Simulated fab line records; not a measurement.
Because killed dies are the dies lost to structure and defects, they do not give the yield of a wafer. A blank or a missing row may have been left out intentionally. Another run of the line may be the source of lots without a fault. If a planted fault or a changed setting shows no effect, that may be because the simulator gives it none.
Problem report in the 8D (eight disciplines) form, filled by code -- flow n5_finfet -- the parts of the form that need people (team, actions taken, sign-off) are left out

1. THE PROBLEM
Wafers without a fault read 29.8 s, standard deviation 0.97; barrier_field_endpoint_s at N5_BEOL_M13_CMP_49 reads a mean of 43.5 s on 3 wafers belonging to 3 lots. That is +14 standard deviations from the usual mean.
The step: polishes, stops on SiOC, t overpolish 17.1 s, target thk 420 nm.
First observed at day 15 02:27: wafer L208.2, on cmp-04. The record holds 30 wafers of 11 lots with a number at this step. The rule behind "out" and "out of limits": a value lying over 4 standard deviations away from the usual mean. The other wafers with a number count as sound.

2. WHAT IT IS, AND WHAT IT ISN'T
question,is,is not
which readings at this step,barrier_field_endpoint_s,"motor_current_A, pad_life_wafers"
which lots,"L208, L211, L212","L196, L197, L198, L200, L201, L204, L206, L209"
which wafers of those lots,"L208.2, L211.2, L212.2","L208.1, L211.4, L212.1"
read on which tools,"cmp-02, cmp-04",cmp-03
when,from day 15 02:27,"up to then (25 sound wafers); but 2 sound wafers of L211, L212 came after"

3. WHAT RULES OUT EACH SUSPECT
Counting: a tool at a process step up to the reading stays a suspect if it ran every lot that is out. Sound lots after the first of them don't rule it out here, since some wafers of a struck lot are sound.
- pvd_sputter-02 at N5_BEOL_M13_SPUTTER_43 (material TaN, target thk 15 nm, time 24.19 s): kept. It ran every lot that is out, first L208 (day 15 01:14); its last sound lot up to then is L206 (day 14 04:38).
Remaining after the count: pvd_sputter-02 at N5_BEOL_M13_SPUTTER_43.

4. THE CAUSE (what the simulator had put in)
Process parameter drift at N5_BEOL_M13_SPUTTER_43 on pvd_sputter-02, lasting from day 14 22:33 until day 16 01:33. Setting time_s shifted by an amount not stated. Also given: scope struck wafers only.
The count eliminated every tool but this one.

5. THE CHAIN OF EFFECTS, in route order
One row per reading whose mean, taken over the struck wafers that have a number, lies over 3 standard deviations from the usual. Only readings whose record carries a usual standard deviation are examined. hours: median over the lots of the time between each lot's start at the first step of this table that gives one and its start at this step. sigmas: the change, counted in usual standard deviations.
hours,step,reading,usual,on struck wafers,change,sigmas
0,N5_BEOL_M13_CMP_49,barrier_field_endpoint_s,29.8 s,43.5,+13.7,+14
Its process steps:
- N5_BEOL_M13_CMP_49: polishes, stops on SiOC, t overpolish 17.1 s, target thk 420 nm.

6. HOW IT WOULD HAVE BEEN CAUGHT EARLIER
In this record no reading fell out of limits until day 15 02:27, 4 hours after the fault had begun at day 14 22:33.
No tool reading at N5_BEOL_M13_SPUTTER_43 that has a usual standard deviation in the record was out on any struck wafer, so an alarm limit of 4 standard deviations on those readings would not have fired.
L211, L212, from the lots that are out (3), started N5_BEOL_M13_SPUTTER_43 on pvd_sputter-02 later than day 15 02:27. A hold on the tool at that time would have spared those 2.
